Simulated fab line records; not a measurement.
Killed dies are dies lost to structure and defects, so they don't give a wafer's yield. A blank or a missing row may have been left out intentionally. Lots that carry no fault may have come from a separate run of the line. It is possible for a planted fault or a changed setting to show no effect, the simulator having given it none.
Matching of chambers ; flow n5_finfet ; rie_diel-06 running N5_BEOL_M2_ETCH_70: 4 sister chambers
The step etches SOC in N2/H2, target depth 80 nm, overetch 24 nm, time 130 s. 16 wafers are shown with their chamber, then 8 later ones without.

== WAFERS PAIRED WITH THEIR CHAMBERS ==
wafer;chamber;drypump_motor_current_A (A);showerhead_plenum_p_Torr (Torr);throttle_valve_pct (%)
L075.3;1;5.5;2.59;17.96
L075.4;0;4.8;2.51;17.91
L075.6;3;5.6;2.47;17.58
L080.2;1;5.5;2.58;17.97
L080.3;0;4.9;2.50;17.89
L080.5;0;4.8;2.50;17.90
L083.4;3;5.7;2.47;17.16
L083.5;2;6.4;2.70;17.47
L083.6;3;5.7;2.47;17.15
L084.2;0;4.8;2.50;17.91
L084.3;1;5.5;2.58;17.98
L084.4;3;5.7;2.47;17.13
L090.3;2;6.4;2.69;17.51
L090.4;0;4.8;2.49;17.94
L090.6;0;4.9;2.49;17.95
L091.2;0;4.8;2.49;17.97

SIGNATURES (means of the wafers above)
reading;chamber 0;chamber 1;chamber 2;chamber 3;scatter within a chamber
drypump_motor_current_A;4.829;5.500;6.400;5.675;0.0426
showerhead_plenum_p_Torr;2.4971;2.5833;2.6950;2.4700;0.00619
throttle_valve_pct;17.9243;17.9700;17.4900;17.2550;0.111
Rule: distance of a wafer from a chamber = root of the sum over the readings of ((wafer's reading minus chamber's mean) / reading's scatter) squared. The wafer belongs to the nearest chamber; if the next one is less than 2 further off, it can't be placed. How the scatter is found: for the shown wafers, subtract from each reading the mean of its chamber, square and add these, divide the total by (wafers less chambers), then take the root.

== WAFERS WITHOUT THEIR CHAMBER ==
wafer;drypump_motor_current_A (A);showerhead_plenum_p_Torr (Torr);throttle_valve_pct (%)
L091.4;5.5;2.57;17.38
L091.5;4.9;2.49;17.95
L093.1;5.6;2.57;17.41
L093.2;5.7;2.46;17.19
L093.6;6.4;2.68;17.50
L096.1;6.4;2.68;17.52
L096.2;4.8;2.49;17.97
L096.5;5.6;2.57;17.42

== EACH ONE'S CHAMBER ==
wafer;from the rows above;in truth
L091.4;1;1
L091.5;0;0
L093.1;1;1
L093.2;3;3
L093.6;2;2
L096.1;2;2
L096.2;0;0
L096.5;1;1
Placed correctly: 8 of 8. Left unplaced by these rows: 0. 0 placed wrongly.
